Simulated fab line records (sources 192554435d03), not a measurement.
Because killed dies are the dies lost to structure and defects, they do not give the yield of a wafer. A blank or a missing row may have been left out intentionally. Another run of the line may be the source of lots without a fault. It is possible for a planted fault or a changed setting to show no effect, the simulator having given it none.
Split-lot trial + flow n5Finfet + route with 1938 steps; 7 lots, 21 wafers read

== ON THE SPLIT ==
At N5_BEOL_M3_TRENCH_ETCH_37 (etches SiOC in C4F6/O2, target depth 55.555 nm, time 29.2 s), the setting biasW was moved away from the recipe's 185 W on 8 of the 21 wafers read, by -8.8% to +15.9%. For the rest of the wafers, this setting stayed at what the recipe calls for.

Reading taken at the split's own step.

== THE READING ==
rfVppV, in V, at N5_BEOL_M3_TRENCH_ETCH_37 (etches SiOC in C4F6/O2, target depth 55.555 nm, time 29.2 s). On this fab line, fault-free wafers typically give 670 V with a standard deviation of 7.6 V.

| wafer  | tool, chamber at the split | biasW as run, W | against the recipe | rfVppV, V | against lot-mates on the recipe |
|--------|----------------------------|-----------------|--------------------|-----------|---------------------------------|
| L074.1 | rieDiel-04, 0              | 185             | recipe             | 677       | -                               |
| L074.2 | rieDiel-04, 3              | 185             | recipe             | 674       | -                               |
| L074.3 | rieDiel-04, 1              | 185             | recipe             | 674       | -                               |
| L075.1 | rieDiel-04, 2              | 193.7           | +4.7%              | 685       | +11                             |
| L075.3 | rieDiel-04, 1              | 185             | recipe             | 674       | -                               |
| L075.5 | rieDiel-04, 0              | 193.7           | +4.7%              | 702       | +28                             |
| L081.2 | rieDiel-02, 2              | 214.5           | +15.9%             | 754       | +88                             |
| L081.3 | rieDiel-02, 1              | 185             | recipe             | 666       | -                               |
| L081.4 | rieDiel-02, 0              | 214.5           | +15.9%             | 756       | +90                             |
| L084.3 | rieDiel-05, 1              | 185             | recipe             | 664       | -                               |
| L084.4 | rieDiel-05, 3              | 168.7           | -8.8%              | 636       | -28                             |
| L084.6 | rieDiel-05, 0              | 168.7           | -8.8%              | 627       | -37                             |
| L085.1 | rieDiel-05, 3              | 185             | recipe             | 682       | -                               |
| L085.2 | rieDiel-05, 1              | 185             | recipe             | 665       | -                               |
| L085.6 | rieDiel-05, 1              | 185             | recipe             | 663       | -                               |
| L092.2 | rieDiel-05, 2              | 185             | recipe             | 654       | -                               |
| L092.3 | rieDiel-05, 0              | 211.2           | +14.2%             | 749       | +81                             |
| L092.5 | rieDiel-05, 3              | 185             | recipe             | 682       | -                               |
| L094.2 | rieDiel-02, 3              | 208.9           | +12.9%             | 734       | +64                             |
| L094.3 | rieDiel-02, 2              | 185             | recipe             | 671       | -                               |
| L094.6 | rieDiel-02, 3              | 185             | recipe             | 668       | -                               |

THE FIT
A straight line over all 21 wafers: rfVppV changes by +5.1 V for each +1% of biasW; r = +0.98; the points scatter about the line by 7.5 V.
The same after taking each lot's own level away (the mean of its wafers on the recipe; 21 wafers): +5.1 V for each +1%; r = +0.98; scatter 8.2 V.
That fit puts the effect of the largest move of biasW on the reading at 81 V.
The lots' own levels span 664.0 to 675.0 V, that is 1.4 times the standard deviation above.
Hence the lot-to-lot level has little effect on the slope; both slopes agree.
Check: +81.6 V against its lot-mates is what the line predicts for one of the wafers moved furthest among these (+15.9%) when that wafer is left out of the fit. Against them it came out at +88 V.
Tool readings at the split's step, against how far the setting was moved: rfVppV r = +0.98.

== ADDITIONAL SPLITS CARRIED BY THESE WAFERS ==
Before the reading, these wafers also passed through other splits. Each is held against what the fit with the lots' levels taken away leaves over:
| other split on the same wafers      | wafers away from the commonest value | r with rfVppV (lot level and that fit taken away) |
|-------------------------------------|--------------------------------------|---------------------------------------------------|
| N5_BEOL_M0_SAQP_EXPOSE_37 doseMj    | 7                                    | +0.03                                             |
| N5_BEOL_M0_SAQP_CUT_ETCH_46 sourceW | 8                                    | -0.08                                             |
| N5_BEOL_M0_ETCH_109 biasW           | 9                                    | +0.21                                             |
| N5_BEOL_M2_COAT_67 spinRpm          | 7                                    | +0.23                                             |
| N5_BEOL_M2_EXPOSE_25 doseMj         | 5                                    | +0.10                                             |

== FILE'S OWN FIT ==
rfVppV changes by +5.23 V for each +1% of biasW, r = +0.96.
